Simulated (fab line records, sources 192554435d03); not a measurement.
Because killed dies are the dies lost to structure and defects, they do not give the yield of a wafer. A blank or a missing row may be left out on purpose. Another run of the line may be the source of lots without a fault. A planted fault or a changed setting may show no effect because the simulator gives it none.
Chamber matching + flow n5-finfet + rie-diel-05 running N5_BEOL_M3_STRIP_19: 4 sister chambers
The step strips in O2. 18 wafers are shown with their chamber, then 9 later ones without.

== WAFERS PAIRED WITH THEIR CHAMBERS ==
| wafer  | chamber | drypump-motor-current-A (A) | showerhead-plenum-p-Torr (Torr) | throttle-valve-pct (%) |
|--------|---------|-----------------------------|---------------------------------|------------------------|
| L074.2 | 2       | 5.5                         | 2.04                            | 16.82                  |
| L074.3 | 1       | 5.9                         | 2.24                            | 16.88                  |
| L074.4 | 0       | 4.7                         | 2.18                            | 16.92                  |
| L079.3 | 3       | 5.0                         | 2.03                            | 16.43                  |
| L079.4 | 2       | 5.5                         | 2.04                            | 16.84                  |
| L079.6 | 1       | 5.9                         | 2.23                            | 16.88                  |
| L081.2 | 2       | 5.5                         | 2.04                            | 16.83                  |
| L081.3 | 0       | 4.7                         | 2.18                            | 16.94                  |
| L081.5 | 0       | 4.7                         | 2.18                            | 16.92                  |
| L086.2 | 2       | 5.5                         | 2.03                            | 16.87                  |
| L086.3 | 1       | 5.9                         | 2.23                            | 16.92                  |
| L086.4 | 3       | 5.0                         | 2.02                            | 16.46                  |
| L085.1 | 1       | 5.8                         | 2.23                            | 16.92                  |
| L085.3 | 2       | 5.5                         | 2.03                            | 16.86                  |
| L085.6 | 1       | 5.9                         | 2.23                            | 16.92                  |
| L092.1 | 0       | 4.7                         | 2.17                            | 17.00                  |
| L092.3 | 3       | 5.0                         | 2.02                            | 16.46                  |
| L092.6 | 3       | 5.0                         | 2.02                            | 16.46                  |

SIGNATURES (means of the wafers above)
| reading                  | chamber 0 | chamber 1 | chamber 2 | chamber 3 | scatter within a chamber |
|--------------------------|-----------|-----------|-----------|-----------|--------------------------|
| drypump-motor-current-A  | 4.700     | 5.880     | 5.500     | 5.000     | 0.0239                   |
| showerhead-plenum-p-Torr | 2.1775    | 2.2320    | 2.0360    | 2.0225    | 0.005                    |
| throttle-valve-pct       | 16.9450   | 16.9040   | 16.8440   | 16.4525   | 0.0248                   |
Rule: a wafer's distance from a chamber is the root of the sum, over the readings, of the square of ((its reading less the chamber's mean) divided by the reading's scatter). The wafer belongs to the nearest chamber; if the next one is less than 2 further off, it can't be placed. The scatter is the square root of a quotient: the sum, over the shown wafers, of each reading's squared deviation from its chamber's mean, divided by wafers minus chambers.

== WAFERS MISSING THEIR CHAMBER ==
| wafer  | drypump-motor-current-A (A) | showerhead-plenum-p-Torr (Torr) | throttle-valve-pct (%) |
|--------|-----------------------------|---------------------------------|------------------------|
| L094.2 | 5.0                         | 2.02                            | 16.46                  |
| L094.3 | 5.9                         | 2.22                            | 16.93                  |
| L094.6 | 5.0                         | 2.02                            | 16.48                  |
| L095.1 | 4.7                         | 2.17                            | 17.00                  |
| L095.2 | 5.0                         | 2.02                            | 16.47                  |
| L095.3 | 5.5                         | 2.03                            | 16.90                  |
| L096.1 | 5.5                         | 2.02                            | 16.88                  |
| L096.2 | 4.7                         | 2.17                            | 16.99                  |
| L096.4 | 5.9                         | 2.22                            | 16.94                  |

== WHICH CHAMBER EACH WENT THROUGH ==
| wafer  | from the rows above | in truth |
|--------|---------------------|----------|
| L094.2 | 3                   | 3        |
| L094.3 | 1                   | 1        |
| L094.6 | 3                   | 3        |
| L095.1 | 0                   | 0        |
| L095.2 | 3                   | 3        |
| L095.3 | 2                   | 2        |
| L096.1 | 2                   | 2        |
| L096.2 | 0                   | 0        |
| L096.4 | 1                   | 1        |
Placed correctly: 9 of 9. Can't be placed from these rows: 0. 0 placed wrongly.
